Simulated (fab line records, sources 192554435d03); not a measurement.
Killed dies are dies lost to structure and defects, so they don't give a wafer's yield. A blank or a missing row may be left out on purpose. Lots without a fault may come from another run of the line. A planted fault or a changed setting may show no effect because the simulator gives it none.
fab line records | flow n5_finfet
record lots=9 wafers=25 last_day=18
route steps=1938 shown HKMG_FIN@433 BEOL_M4@1111 PASSIVATION@1936
lots that met no fault: from a run of the same line without faults
start_h: hours from the record's first day to the start of the lot's first wafer shown | wait_h: hours since the lot's step before | " the same as in the row above | L1.1+2: a row that stands for several wafers | - no value, or no start given | * or withheld: withheld | < > ~ a bound
route shown NAME@n: a module of which the file shows steps, and the number in the route of the first | usual: mean/standard deviation of fault-free wafers | same: alike in all rows | chamber/n: place in a boat | sites: the reading at each site | _std_site: their standard deviation | _edge_site: outer sites' mean less inner sites' | radius_mm: how far each site lies from the wafer's centre | mask NAME#n: copy n | behind: the tool/chamber that last shaped the wafer | hold: why the lot was held/for how many hours/how that ended | device: the transistor (n, p or np) that didn't switch | end of line: the same wafers' tests at the end of the route | a step without rows: its recipe alone | killed: dies lost to structure and defects at the first sort, not the wafer's yield | map: a wafer's dies, x killed, . not, _ none there
set.NAME: the setting as run; set.NAME@STEP: as run at that earlier step | model.NAME: the simulator's own value behind a step, which no gauge read
steps of the route over a sample of lots; a table a step, a row a wafer
services: from which hour (start_h, from the record's first day; less than 0 if before it) a tool's chamber was out of use, for how many hours, and why
## steps
# step N5_HKMG_FIN_DESCUM_17
# recipe chemistry=O2 time_s=7.9 source_power_w=50 bias_power_w=20 pressure_mtorr=20 rf_frequency_hz=2.712e+07 temp_c=40 resist=CAR-ArF o2_flow_sccm=225
# usual drypump_motor_current_A=5.9/0.46 oes_product_au=0.78/0.065 rf_vpp_V=243.2/1.1 showerhead_plenum_p_Torr=2.10/0.059 throttle_valve_pct=20.51/0.23
# columns lot.wafer tool chamber start_h wait_h drypump_motor_current_A oes_product_au rf_hours_counter_h rf_vpp_V showerhead_plenum_p_Torr throttle_valve_pct
L612.2 rie_diel-01 3 81.59 0.0 6.7 0.73 196 245.8 2.17 20.69
L612.5 " 0 " " 5.9 0.77 - 242.4 2.00 20.12
L612.6 " 1 " " 6.2 0.89 - 243.7 2.15 20.67
L614.1 rie_diel-02 2 93.67 0.0 6.6 0.77 143 245.0 2.19 20.80
L614.4 " 3 " " 5.2 0.73 - 243.3 2.10 20.29
L614.5 " 1 " " 5.8 0.79 - 244.1 2.10 20.55
L615.3 rie_diel-01 3 99.55 0.0 6.7 0.72 201 244.9 2.17 20.71
L615.4 " 2 " " 5.6 0.80 - 242.1 2.04 20.55
L615.5 " 0 " " 5.9 0.77 - 242.4 2.00 20.13
L619.2 rie_diel-04 2 123.97 0.0 6.0 0.81 75 244.3 2.11 20.01
L619.4 " 3 " " 5.6 0.69 233 243.7 2.16 20.83
L622.1 rie_diel-02 0 146.40 0.2 6.2 0.93 13 243.2 2.15 20.32
L622.3 " 3 " " 5.2 0.72 183 242.1 2.10 20.32
L626.1 rie_diel-02 1 165.92 0.0 5.8 0.76 152 244.2 2.09 20.58
L626.4 " 3 " " 5.2 0.71 - 242.8 2.09 20.34
L626.5 " 1 " " 5.8 0.77 - 243.6 2.09 20.58
L632.1 rie_diel-01 1 201.29 0.0 6.2 0.83 82 243.1 2.13 20.72
L632.4 " 3 " " 6.6 0.70 240 243.3 2.15 20.76
L632.6 " 1 " " 6.2 0.84 - 243.2 2.13 20.71
L634.3 rie_diel-04 2 214.07 0.3 6.0 0.78 114 244.3 2.09 20.07
L634.5 " 2 " " 6.0 0.78 - 242.1 2.09 20.06
L634.6 " 1 " " 5.6 0.80 - 242.2 2.10 20.54
L628.3 rie_diel-01 0 216.31 0.0 5.9 0.74 185 241.9 1.98 20.21
L628.4 " 2 " " 5.6 0.77 122 241.3 2.02 20.61
L628.5 " 2 " " 5.6 0.76 - 241.9 2.02 20.61
# step N5_HKMG_FIN_ALD_91
# recipe material=TiN target_thk_a=10 temp_c=400 ald_precursor_family=TiCl4 ald_co_reactant=NH3 pulse_time_s=1 purge_time_s=3 co_reactant_purge_time_s=2 co_reactant_pulse_time_s=2 ald_cycles=47 pressure_torr=3
# usual ald_cycles=47/0 heater_power_w=940/97 precursor_pulse_height_rel=1.000/0.019
# columns lot.wafer tool chamber start_h wait_h ald_cycles heater_power_w precursor_pulse_height_rel
L612.2 ald_metal-03 1 82.92 0.3 47 898 1.003
L612.5 " 3 " " 47 1071 0.990
L612.6 " 2 " " 47 1094 0.989
L614.1 ald_metal-04 2 94.65 0.3 47 880 1.044
L614.4 " 3 " " 47 974 0.992
L614.5 " 2 " " 47 851 1.023
L615.3 ald_metal-04 0 100.53 0.1 47 769 1.000
L615.4 " 1 " " 47 1047 1.036
L615.5 " 0 " " 47 748 0.997
L619.2 ald_metal-04 3 124.95 0.3 65 960 1.003
L619.4 " 1 " " 65 1019 1.014
L622.1 ald_metal-04 1 147.38 0.3 47 1044 0.954
L622.3 " 3 " " 47 975 0.993
L626.1 ald_metal-03 0 166.92 0.3 47 864 1.053
L626.4 " 2 " " 47 1093 0.983
L626.5 " 1 " " 47 893 1.024
L632.1 ald_metal-01 0 202.27 0.3 47 898 0.978
L632.4 " 2 " " 47 913 1.015
L632.6 " 2 " " 47 923 1.022
L634.3 ald_metal-04 2 215.05 0.1 47 866 1.011
L634.5 " 0 " " 47 770 0.999
L634.6 " 1 " " 47 1049 0.995
L628.3 ald_metal-03 0 217.30 0.1 47 879 0.993
L628.4 " 3 " " 47 1058 1.025
L628.5 " 1 " " 47 913 0.971
# step N5_HKMG_FIN_NWFM_ALD_20
# recipe material=TiAlC target_thk_a=20 temp_c=300 ald_precursor_family=TiCl4 ald_co_reactant=TEA pulse_time_s=3 purge_time_s=2 co_reactant_purge_time_s=2 co_reactant_pulse_time_s=10 ald_cycles=7 pressure_torr=3
# usual ald_cycles=7/0 heater_power_w=527/45 precursor_pulse_height_rel=1.002/0.022
# columns lot.wafer tool chamber start_h wait_h ald_cycles heater_power_w precursor_pulse_height_rel
L612.2 ald_metal-01 0 83.90 0.3 7 501 0.997
L612.5 " 2 " " 7 522 1.015
L612.6 " 1 " " 7 538 0.994
L614.1 ald_metal-01 1 95.67 0.3 7 533 1.013
L614.4 " 3 " " 7 519 1.024
L614.5 " 0 " " 7 518 0.974
L615.3 ald_metal-04 2 101.53 0.1 7 496 0.993
L615.4 " 3 " " 7 551 0.979
L615.5 " 1 " " 7 579 0.985
L619.2 ald_metal-01 2 125.92 0.3 7 517 1.013
L619.4 " 1 " " 7 534 1.009
L622.1 ald_metal-01 1 148.38 0.3 7 550 0.976
L622.3 " 2 " " 7 514 0.983
L626.1 ald_metal-04 3 167.89 0.3 7 539 1.008
L626.4 " 1 " " 7 580 1.042
L626.5 " 0 " " 7 437 0.988
L632.1 ald_metal-04 1 203.25 0.3 7 592 0.998
L632.4 " 0 " " 7 436 0.983
L632.6 " 2 " " 7 495 0.977
L634.3 ald_metal-04 0 216.13 0.1 7 425 1.029
L634.5 " 0 " " 7 432 0.973
L634.6 " 3 " " 7 538 0.973
L628.3 ald_metal-03 0 218.30 0.1 7 485 0.974
L628.4 " 1 " " 7 490 1.019
L628.5 " 2 " " 7 597 1.008
# step N5_HKMG_FIN_ALD_21
# recipe material=TiN target_thk_a=15 temp_c=400 ald_precursor_family=TiCl4 ald_co_reactant=NH3 pulse_time_s=1 purge_time_s=3 co_reactant_purge_time_s=2 co_reactant_pulse_time_s=2 ald_cycles=68 pressure_torr=3
# usual ald_cycles=68/0 heater_power_w=938/84 precursor_pulse_height_rel=1.001/0.02
# columns lot.wafer tool chamber start_h wait_h ald_cycles heater_power_w precursor_pulse_height_rel
L612.2 ald_metal-03 3 85.08 0.3 68 1071 0.994
L612.5 " 0 " " 68 867 0.984
L612.6 " 3 " " 68 1049 1.021
L614.1 ald_metal-01 1 96.85 0.3 68 950 1.017
L614.4 " 0 " " 68 916 1.012
L614.5 " 0 " " 68 901 0.970
L615.3 ald_metal-01 0 102.95 0.1 68 923 1.019
L615.4 " 2 " " 68 918 0.988
L615.5 " 1 " " 68 949 1.016
L619.2 ald_metal-01 3 127.19 0.3 68 921 0.953
L619.4 " 1 " " 68 968 0.965
L622.1 ald_metal-01 1 149.68 0.3 68 970 0.998
L622.3 " 3 " " 68 928 1.001
L626.1 ald_metal-04 3 169.19 0.3 68 969 0.979
L626.4 " 2 " " 68 867 0.989
L626.5 " 1 " " 68 1050 0.963
L632.1 ald_metal-03 0 204.43 0.3 68 871 0.996
L632.4 " 1 " " 68 902 0.952
L632.6 " 0 " " 68 887 1.006
L634.3 ald_metal-01 1 217.38 0.1 68 968 0.998
L634.5 " 2 " " 68 931 1.029
L634.6 " 1 " " 68 987 0.992
L628.3 ald_metal-04 3 219.49 0.1 68 978 0.997
L628.4 " 1 " " 68 1061 1.015
L628.5 " 1 " " 68 1060 1.004
# step N5_BEOL_M4_RC_MEAS_101
# usual DIBL_N=36.1/1.6 DIBL_P=35.8/2.1 IOFF_N=0.16/0.031 IOFF_N_85C=3.1/0.51 IOFF_N_LIN=0.074/0.012 IOFF_N_LONG=5.54e-05/2.4e-06 IOFF_P=0.21/0.034 IOFF_P_85C=3.6/0.51 IOFF_P_LIN=0.099/0.013 IOFF_P_LONG=0.000106/9.2e-06 ION_N=673/12 ION_P=461/7.2 SS_N=71.4/0.59 SS_P=73.3/0.63 VT_N=250/3.1 VT_N_LONG=274.7/2 VT_N_LVT=98/3.1 VT_P=-250/3.3 VT_P_LONG=-275.4/3 VT_P_LVT=-98.5/2.8
# columns lot.wafer tool chamber start_h wait_h DIBL_N[mV/V] DIBL_P[mV/V] IOFF_N[nA/um] IOFF_N_85C[nA/um] IOFF_N_LIN[nA/um] IOFF_N_LONG[nA/um] IOFF_P[nA/um] IOFF_P_85C[nA/um] IOFF_P_LIN[nA/um] IOFF_P_LONG[nA/um] ION_N[uA/um] ION_P[uA/um] SS_N[mV/dec] SS_P[mV/dec] VT_N[mV] VT_N_LONG[mV] VT_N_LVT[mV] VT_P[mV] VT_P_LONG[mV] VT_P_LVT[mV]
L612.2 prober-01 0 175.52 0.2 35.3 35.4 0.15 2.9 0.068 5.39e-05 0.19 3.4 0.092 0.000103 674 457 71.6 73.0 249 278.5 100 -251 -275.2 -101.1
L612.5 " 0 " " 38.5 38.8 0.21 3.9 0.090 5.44e-05 0.24 4.1 0.109 0.0001 687 461 72.6 73.6 245 274.7 95 -249 -277.3 -97.1
L612.6 " 0 " " 36.4 37.1 0.16 3.2 0.074 5.26e-05 0.23 3.9 0.104 0.000105 674 465 71.7 73.4 250 277.9 98 -247 -273.2 -97.7
L614.1 prober-02 0 180.90 0.0 34.4 35.0 0.13 2.7 0.064 5.39e-05 0.17 3.1 0.083 9.8e-05 658 451 70.6 73.4 253 274.6 99 -252 -276.9 -100.4
L614.4 " 0 " " 36.0 36.9 0.16 3.2 0.078 5.62e-05 0.21 3.8 0.100 0.000106 686 467 71.6 73.6 250 274.6 97 -251 -275.6 -96.7
L614.5 " 0 " " 36.2 36.9 0.16 3.1 0.076 5.46e-05 0.20 3.6 0.093 9.9e-05 670 457 71.4 73.9 250 274.4 97 -253 -278.0 -98.5
L615.3 prober-02 0 201.06 0.3 36.3 36.9 0.17 3.3 0.078 5.46e-05 0.21 3.7 0.100 0.000103 683 459 71.6 73.3 250 273.3 95 -253 -277.5 -99.9
L615.4 " 0 " " 36.1 37.0 0.17 3.4 0.079 5.62e-05 0.21 3.7 0.100 0.000102 677 457 71.6 73.4 249 274.7 96 -253 -280.9 -99.0
L615.5 " 0 " " 38.2 39.6 0.23 4.2 0.100 5.46e-05 0.27 4.6 0.121 9.9e-05 687 465 72.3 74.0 243 274.0 91 -249 -276.0 -95.7
L619.2 prober-01 0 228.16 0.2 38.0 38.3 0.04 1.0 0.018 2.64e-05 0.42 6.4 0.194 0.000166 586 501 72.0 73.9 292 316.9 138 -231 -262.3 -81.0
L619.4 " 0 " " 37.3 35.4 0.03 0.8 0.016 2.73e-05 0.34 5.3 0.162 0.000159 569 478 71.1 73.1 290 318.2 142 -235 -261.7 -84.6
L622.1 prober-01 0 246.05 0.0 35.5 36.0 0.16 3.1 0.075 5.68e-05 0.21 3.6 0.102 0.000103 678 464 71.0 72.8 249 271.4 98 -250 -274.5 -99.2
L622.3 " 0 " " 34.6 36.0 0.15 3.1 0.075 5.65e-05 0.21 3.7 0.106 0.00011 688 478 71.3 72.5 248 275.0 98 -250 -278.1 -99.1
L626.1 prober-01 0 259.67 0.0 35.4 35.8 0.15 3.1 0.074 5.64e-05 0.21 3.6 0.094 0.000114 672 465 71.2 73.1 249 273.4 95 -250 -275.8 -96.6
L626.4 " 0 " " 33.9 34.5 0.13 2.6 0.060 5.6e-05 0.18 3.3 0.086 0.000106 656 454 70.8 72.5 254 273.1 99 -250 -276.7 -98.4
L626.5 " 0 " " 32.9 33.4 0.11 2.3 0.056 5.47e-05 0.17 3.2 0.084 0.000105 646 457 70.6 72.7 253 272.4 101 -252 -278.5 -98.9
L632.1 prober-01 0 300.74 0.0 36.8 35.8 0.18 3.4 0.078 5.72e-05 0.22 3.9 0.107 0.000105 676 465 71.4 73.6 247 270.0 95 -247 -273.0 -95.8
L632.4 " 0 " " 38.2 38.7 0.21 3.9 0.092 5.56e-05 0.29 4.8 0.129 0.000114 685 469 72.2 74.5 244 270.6 93 -246 -273.7 -91.8
L632.6 " 0 " " 37.3 36.1 0.17 3.3 0.078 5.58e-05 0.23 4.0 0.109 0.000108 675 462 71.9 73.7 249 275.5 96 -249 -272.4 -95.3
L634.3 prober-02 0 310.34 0.3 34.9 36.0 0.16 3.1 0.075 5.73e-05 0.20 3.5 0.097 0.000103 682 463 71.6 73.4 248 272.0 95 -247 -274.3 -97.6
L634.5 " 0 " " 35.4 36.3 0.17 3.3 0.080 5.75e-05 0.21 3.6 0.100 0.000105 674 461 71.3 74.2 248 273.8 94 -248 -274.1 -97.2
L634.6 " 0 " " 36.7 38.3 0.21 3.9 0.093 5.77e-05 0.24 4.0 0.108 0.000103 688 463 72.0 73.9 242 272.3 91 -248 -275.4 -94.9
L628.3 prober-01 0 320.46 0.3 36.0 35.9 0.17 3.2 0.077 5.62e-05 0.24 4.1 0.114 0.000111 672 463 71.7 73.3 250 275.0 97 -246 -275.6 -94.8
L628.4 " 0 " " 35.1 33.0 0.16 3.0 0.073 5.86e-05 0.19 3.3 0.095 0.000112 687 470 71.0 72.7 248 272.6 96 -250 -272.6 -99.2
L628.5 " 0 " " 37.1 36.0 0.18 3.4 0.078 5.6e-05 0.23 4.0 0.111 0.000121 669 461 71.3 73.4 246 273.1 98 -248 -275.4 -96.1
# step N5_PASSIVATION_PROBE_49
# usual defect_limited_yield=91.0/1.5 killed_at_M0_to_M3=35/11 killed_at_M4_up=13/6 killed_at_contacts=14/6.5 killed_at_front_end=40/12 killed_at_other=4/3.4 killed_dies=106/18 killed_open=68/14 killed_short=35/7.7 sort_bin_4_leakage=0/0 sort_bin_5_function=5.2/0.98 sort_bin_6_memory=3.4/0.72 sort_bin_8_speed=0.02/0.24 sort_n_pass=1074/18 sort_yield_pct=91.0/1.5
# same gross_dies=1180 killed_at_back_side=0
# columns lot.wafer tool chamber start_h wait_h defect_limited_yield[%] killed_at_M0_to_M3 killed_at_M4_up killed_at_contacts killed_at_front_end killed_at_other killed_dies killed_open killed_short sort_bin_4_leakage[%] sort_bin_5_function[%] sort_bin_6_memory[%] sort_bin_8_speed[%] sort_n_pass sort_yield_pct[%]
L612.2 prober-01 - 286.47 0.1 91.6 40 11 14 33 1 99 70 29 0 4.8 3.5 0 1081 91.6
L612.5 prober-01 - 286.62 0.2 91.7 35 7 9 40 7 98 65 33 0 4.7 3.4 0 1082 91.7
L612.6 prober-01 - 286.67 0.3 92.4 34 7 4 42 3 90 59 27 0 4.7 2.8 0 1090 92.4
L614.1 prober-02 - 286.79 0.0 89.7 49 9 19 37 7 121 75 46 0 5.8 3.8 0 1059 89.7
L614.4 prober-02 - 286.94 0.2 91.8 49 11 13 22 2 97 57 40 0 5.0 2.7 0 1083 91.8
L614.5 prober-02 - 286.99 0.2 87.5 85 13 13 36 0 147 81 66 0 6.7 5.2 0 1033 87.5
L615.3 prober-02 - 302.51 0.1 89.2 54 14 18 40 2 128 84 44 0 7.1 3.4 0 1052 89.2
L615.4 prober-02 - 302.56 0.2 91.4 45 7 19 26 4 101 47 49 0 4.7 3.3 0 1079 91.4
L615.5 prober-02 - 302.61 0.2 92.0 43 2 12 30 7 94 55 37 0 4.6 2.7 0 1086 92.0
L619.2 prober-01 - 335.60 0.1 90.9 24 18 15 48 2 107 66 39 0.59 5.4 3.1 90.34 0 0
L619.4 prober-01 - 335.70 0.2 93.6 24 9 7 28 8 76 51 23 0 3.5 2.6 93.56 0 0
L622.1 prober-02 - 352.03 0.0 93.9 13 16 12 29 2 72 39 32 0 3.3 2.5 0 1108 93.9
L622.3 prober-02 - 352.13 0.1 94.0 18 9 11 31 2 71 46 24 0 3.6 2.3 0 1109 94.0
L626.1 prober-02 - 363.02 0.0 90.8 45 17 14 30 2 108 76 31 0 5.0 4.1 0 1072 90.8
L626.4 prober-02 - 363.17 0.2 91.6 34 11 15 38 1 99 59 39 0 4.4 3.6 0 1081 91.6
L626.5 prober-02 - 363.22 0.2 92.1 41 19 3 20 10 93 57 33 0 4.7 2.7 0 1087 92.1
L632.1 prober-02 - 401.58 0.0 90.8 37 19 13 36 3 108 79 28 0 6.3 2.7 0 1072 90.8
L632.4 prober-02 - 401.73 0.2 93.1 21 21 16 24 0 82 59 19 0 3.7 3.0 0 1098 93.1
L632.6 prober-02 - 401.83 0.3 90.9 30 13 14 46 4 107 63 40 0 4.9 4.0 0 1073 90.9
L634.3 prober-01 - 407.87 0.4 89.7 51 7 29 29 5 121 89 31 0 5.8 4.0 0 1059 89.7
L634.5 prober-01 - 407.97 0.5 89.1 48 6 26 47 2 129 85 42 0 6.4 4.3 0 1051 89.1
L634.6 prober-01 - 408.02 0.6 90.4 33 6 28 44 2 113 66 41 0 5.3 3.7 0 1067 90.4
L628.3 prober-02 - 425.48 0.1 89.2 38 35 15 39 0 127 91 33 0 6.8 3.6 0 1053 89.2
L628.4 prober-02 - 425.53 0.2 91.0 37 19 10 36 4 106 76 29 0 5.1 3.8 0 1074 91.0
L628.5 prober-02 - 425.58 0.2 87.9 58 23 12 49 1 143 102 34 0 7.5 4.0 0 1037 87.9
# killed by level:class
L612.2 BEOL_M3:geometric_particle:open=11 MOL_CONTACT_COAG:geometric_particle:open=10 BEOL_M2:geometric_particle:open=8 FIN_SAQP:geometric_particle:open=7 BEOL_M0_SAQP:geometric_particle:short=7 BEOL_M4:geometric_particle:open=5 STARTING-WAFER:geometric_particle:open=5 FIN_SAQP:geometric_particle:short=4
L612.5 BEOL_M0_SAQP:geometric_particle:open=14 FIN_SAQP:geometric_particle:open=10 MOL_CONTACT_COAG:geometric_particle:open=9 GATE_CUT:geometric_particle:short=7 BEOL_M0_SAQP:geometric_particle:short=7 BEOL_M3:geometric_particle:open=7 STI_FIN_REVEAL:geometric_particle:open=6 ILD0:geometric_particle:short=4
L612.6 FIN_SAQP:geometric_particle:open=14 STI_FIN_REVEAL:geometric_particle:open=9 BEOL_M0_SAQP:geometric_particle:open=9 BEOL_M3:geometric_particle:open=8 FIN_SAQP:geometric_particle:short=6 BEOL_M0_SAQP:geometric_particle:short=6 MOL_CONTACT_COAG:geometric_particle:open=4 BEOL_M1:geometric_particle:open=4
L614.1 BEOL_M0_SAQP:geometric_particle:short=21 MOL_CONTACT_COAG:geometric_particle:open=15 BEOL_M0_SAQP:geometric_particle:open=13 STI_FIN_REVEAL:geometric_particle:open=7 BEOL_M0:geometric_particle:open=7 GATE_CUT:geometric_particle:open=6 FIN_SAQP:geometric_particle:short=5 STARTING-WAFER:geometric_particle:short=5
L614.4 BEOL_M0_SAQP:geometric_particle:open=15 BEOL_M0_SAQP:geometric_particle:short=13 MOL_CONTACT_COAG:geometric_particle:open=10 BEOL_M2:geometric_particle:open=7 FIN_SAQP:geometric_particle:short=5 GATE_CUT:geometric_particle:short=5 MOL_CONTACT_COAG:geometric_particle:short=3 BEOL_M0:geometric_particle:open=3
L614.5 BEOL_M0_SAQP:geometric_particle:open=33 BEOL_M0_SAQP:geometric_particle:short=31 MOL_CONTACT_COAG:geometric_particle:open=10 GATE_CUT:geometric_particle:short=8 DUMMY_GATE:geometric_particle:open=6 FIN_SAQP:geometric_particle:short=5 BEOL_M0:geometric_particle:short=5 BEOL_M2:geometric_particle:open=5
L615.3 BEOL_M0_SAQP:geometric_particle:open=23 MOL_CONTACT_COAG:geometric_particle:open=15 BEOL_M0_SAQP:geometric_particle:short=14 FIN_SAQP:geometric_particle:open=12 FIN_SAQP:geometric_particle:short=9 BEOL_M3:geometric_particle:open=7 STARTING-WAFER:geometric_particle:short=5 BEOL_M4:geometric_particle:open=5
L615.4 BEOL_M0_SAQP:geometric_particle:short=21 BEOL_M0_SAQP:geometric_particle:open=13 MOL_CONTACT_COAG:geometric_particle:open=11 MOL_CONTACT_COAG:geometric_particle:short=8 FIN_SAQP:geometric_particle:short=4 FIN_SAQP:geometric_particle:open=4 HKMG_FIN:area_etch=4 STI_FIN_REVEAL:geometric_particle:open=3
L615.5 BEOL_M0_SAQP:geometric_particle:short=20 BEOL_M0_SAQP:geometric_particle:open=13 FIN_SAQP:geometric_particle:open=11 MOL_CONTACT_COAG:geometric_particle:open=8 DUMMY_GATE:geometric_particle:open=5 MOL_CONTACT_COAG:geometric_particle:short=4 BEOL_M3:geometric_particle:open=4 FIN_SAQP:geometric_particle:short=3
L619.2 MOL_CONTACT_COAG:geometric_particle:open=13 STI_FIN_REVEAL:geometric_particle:open=10 BEOL_M0_SAQP:geometric_particle:open=8 STI_FIN_REVEAL:geometric_particle:short=8 FIN_SAQP:geometric_particle:open=7 BEOL_M3:geometric_particle:open=7 BEOL_M4:geometric_particle:short=6 FIN_SAQP:geometric_particle:short=5
L619.4 FIN_SAQP:geometric_particle:open=7 BEOL_M3:geometric_particle:open=7 MOL_CONTACT_COAG:geometric_particle:open=6 BEOL_M1:geometric_particle:open=5 BEOL_M5:geometric_particle:open=5 FIN_SAQP:geometric_particle:short=4 GATE_CUT:geometric_particle:open=3 GATE_CUT:geometric_particle:short=3
L622.1 MOL_CONTACT_COAG:geometric_particle:open=7 ILD0:geometric_particle:short=5 BEOL_M4:geometric_particle:open=5 FIN_SAQP:geometric_particle:short=4 ILD0:geometric_particle:open=4 GATE_CUT:geometric_particle:short=4 MOL_CONTACT_COAG:geometric_particle:short=4 BEOL_M1:geometric_particle:open=4
L622.3 MOL_CONTACT_COAG:geometric_particle:open=7 STARTING-WAFER:geometric_particle:open=7 DUMMY_GATE:geometric_particle:open=4 GATE_CUT:geometric_particle:short=4 MOL_CONTACT_COAG:geometric_particle:short=4 BEOL_M2:geometric_particle:open=4 BEOL_M3:geometric_particle:open=4 FIN_SAQP:geometric_particle:open=3
L626.1 BEOL_M2:geometric_particle:open=14 MOL_CONTACT_COAG:geometric_particle:open=11 BEOL_M0_SAQP:geometric_particle:short=11 BEOL_M4:geometric_particle:open=10 STI_FIN_REVEAL:geometric_particle:open=6 BEOL_M3:geometric_particle:open=6 STARTING-WAFER:geometric_particle:short=5 GATE_CUT:geometric_particle:short=4
L626.4 STI_FIN_REVEAL:geometric_particle:open=13 MOL_CONTACT_COAG:geometric_particle:open=8 MOL_CONTACT_COAG:geometric_particle:short=7 BEOL_M0_SAQP:geometric_particle:short=7 BEOL_M0_SAQP:geometric_particle:open=5 BEOL_M0:geometric_particle:open=5 BEOL_M4:geometric_particle:open=5 FIN_SAQP:geometric_particle:short=4
L626.5 BEOL_M4:geometric_particle:open=11 BEOL_M1:geometric_particle:open=9 BEOL_M0_SAQP:geometric_particle:short=7 BEOL_M2:geometric_particle:open=7 FIN_SAQP:geometric_particle:short=6 STI_FIN_REVEAL:geometric_particle:open=6 BEOL_M0_SAQP:geometric_particle:open=5 BEOL_M1:geometric_particle:short=5
L632.1 STI_FIN_REVEAL:geometric_particle:open=21 MOL_CONTACT_COAG:geometric_particle:open=10 BEOL_M0_SAQP:geometric_particle:short=10 BEOL_M0_SAQP:geometric_particle:open=9 BEOL_M4:geometric_particle:open=9 GATE_CUT:geometric_particle:short=5 BEOL_M2:geometric_particle:open=5 BEOL_M3:geometric_particle:open=5
L632.4 MOL_CONTACT_COAG:geometric_particle:open=12 STI_FIN_REVEAL:geometric_particle:open=8 BEOL_M1:geometric_particle:open=6 BEOL_M3:geometric_particle:open=6 BEOL_M4:geometric_particle:open=6 STARTING-WAFER:geometric_particle:short=4 MOL_CONTACT_COAG:geometric_particle:short=3 BEOL_M5:geometric_particle:open=3
L632.6 GATE_CUT:geometric_particle:short=11 MOL_CONTACT_COAG:geometric_particle:open=10 STI_FIN_REVEAL:geometric_particle:open=9 BEOL_M0_SAQP:geometric_particle:open=7 DUMMY_GATE:geometric_particle:open=5 BEOL_M1:geometric_particle:open=5 BEOL_M3:geometric_particle:open=5 STARTING-WAFER:geometric_particle:open=5
L634.3 MOL_CONTACT_COAG:geometric_particle:open=22 BEOL_M2:geometric_particle:open=17 BEOL_M1:geometric_particle:open=12 BEOL_M0_SAQP:geometric_particle:open=9 MOL_CONTACT_COAG:geometric_particle:short=7 FIN_SAQP:geometric_particle:short=6 FIN_SAQP:geometric_particle:open=5 DUMMY_GATE:geometric_particle:open=5
L634.5 MOL_CONTACT_COAG:geometric_particle:open=21 BEOL_M0_SAQP:geometric_particle:open=12 BEOL_M1:geometric_particle:open=11 FIN_SAQP:geometric_particle:open=10 FIN_SAQP:geometric_particle:short=9 BEOL_M3:geometric_particle:open=9 STI_FIN_REVEAL:geometric_particle:open=7 GATE_CUT:geometric_particle:short=6
L634.6 MOL_CONTACT_COAG:geometric_particle:open=20 BEOL_M0_SAQP:geometric_particle:open=10 BEOL_M0_SAQP:geometric_particle:short=10 FIN_SAQP:geometric_particle:open=9 GATE_CUT:geometric_particle:short=8 FIN_SAQP:geometric_particle:short=6 MOL_CONTACT_COAG:geometric_particle:short=6 STI_FIN_REVEAL:geometric_particle:open=5
L628.3 BEOL_M4:geometric_particle:open=26 MOL_CONTACT_COAG:geometric_particle:open=13 FIN_SAQP:geometric_particle:short=9 BEOL_M0_SAQP:geometric_particle:open=8 BEOL_M3:geometric_particle:open=8 FIN_SAQP:geometric_particle:open=7 BEOL_M2:geometric_particle:open=7 BEOL_M3:geometric_particle:short=5
L628.4 BEOL_M4:geometric_particle:open=13 BEOL_M3:geometric_particle:open=12 FIN_SAQP:geometric_particle:open=8 MOL_CONTACT_COAG:geometric_particle:open=7 STI_FIN_REVEAL:geometric_particle:open=6 BEOL_M1:geometric_particle:open=6 BEOL_M2:geometric_particle:open=6 GATE_CUT:geometric_particle:short=5
L628.5 BEOL_M3:geometric_particle:open=20 BEOL_M4:geometric_particle:open=15 BEOL_M1:geometric_particle:open=12 MOL_CONTACT_COAG:geometric_particle:open=10 STI_FIN_REVEAL:geometric_particle:open=9 FIN_SAQP:geometric_particle:short=7 BEOL_M2:geometric_particle:open=7 DUMMY_GATE:geometric_particle:open=6
## services
# columns tool chamber start_h hours kind
rie_diel-02 1 60.94 12.0 repair
rie_diel-01 1 68.06 6.8 repair
rie_diel-02 0 91.12 - clean
rie_diel-02 0 91.12 - consumable_replace:focus_ring
rie_diel-02 0 91.12 16.2 scheduled_down
rie_diel-02 0 91.12 16.2 vent_cycle
rie_diel-01 1 98.46 4.6 repair
ald_metal-04 - 113.79 0.5 repair
ald_metal-01 - 119.87 6.0 pm
ald_metal-03 - 143.59 0.7 repair
rie_diel-04 3 149.90 3.7 repair
rie_diel-02 2 165.11 1.6 repair
rie_diel-02 1 169.68 5.5 repair
rie_diel-04 3 174.05 - clean
rie_diel-04 3 174.05 - consumable_replace:focus_ring
rie_diel-04 3 174.05 32.0 scheduled_down
rie_diel-04 3 174.05 32.0 vent_cycle
rie_diel-02 - 176.27 14.6 pm
rie_diel-04 0 192.97 14.7 repair
## key
first_sign step=N5_HKMG_FIN_ALD_91 reading=ald_cycles direction=up sigmas=99+ usual=* struck=*
effect step=N5_BEOL_M4_RC_MEAS_101 reading=VT_N_LONG direction=up sigmas=21 usual=274.7 struck=317.6
effect step=N5_BEOL_M4_RC_MEAS_101 reading=VT_N_LVT direction=up sigmas=14 usual=98 struck=140
effect step=N5_BEOL_M4_RC_MEAS_101 reading=VT_N direction=up sigmas=13 usual=250 struck=291
effect step=N5_BEOL_M4_RC_MEAS_101 reading=IOFF_N_LONG direction=down sigmas=12 usual=5.54e-05 struck=2.69e-05
effect step=N5_BEOL_M4_RC_MEAS_101 reading=ION_N direction=down sigmas=8.2 usual=673 struck=578
effect step=N5_BEOL_M4_RC_MEAS_101 reading=IOFF_P_LONG direction=up sigmas=6.1 usual=0.000106 struck=0.000163
effect step=N5_BEOL_M4_RC_MEAS_101 reading=IOFF_P_LIN direction=up sigmas=6.1 usual=0.099 struck=0.178
effect step=N5_BEOL_M4_RC_MEAS_101 reading=VT_P_LVT direction=up sigmas=5.7 usual=-98.5 struck=-82.8
effect step=N5_BEOL_M4_RC_MEAS_101 reading=VT_P direction=up sigmas=5.3 usual=-250 struck=-233
effect step=N5_BEOL_M4_RC_MEAS_101 reading=IOFF_P direction=up sigmas=5 usual=0.21 struck=0.38
effect step=N5_BEOL_M4_RC_MEAS_101 reading=IOFF_N_LIN direction=down sigmas=4.9 usual=0.074 struck=0.017
effect step=N5_BEOL_M4_RC_MEAS_101 reading=VT_P_LONG direction=up sigmas=4.6 usual=-275.4 struck=-262.0
effect step=N5_PASSIVATION_PROBE_49 reading=sort_bin_8_speed direction=up sigmas=99+ usual=0.02 struck=91.95
met_at N5_HKMG_FIN_ALD_91
struck_lots L619
struck_wafers L619.2,L619.4
not_acting_at N5_HKMG_FIN_DESCUM_17,N5_HKMG_FIN_NWFM_ALD_20,N5_HKMG_FIN_ALD_21
onset_between 100.53 124.95
fault kind=process_parameter_drift tool=ald_metal-04 chamber=- onset_h=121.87 steps=N5_HKMG_FIN_ALD_91 channel=ald_cycles offset=* shape=step end_h=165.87 scope=struck_wafers_only acts_in=* stated=*
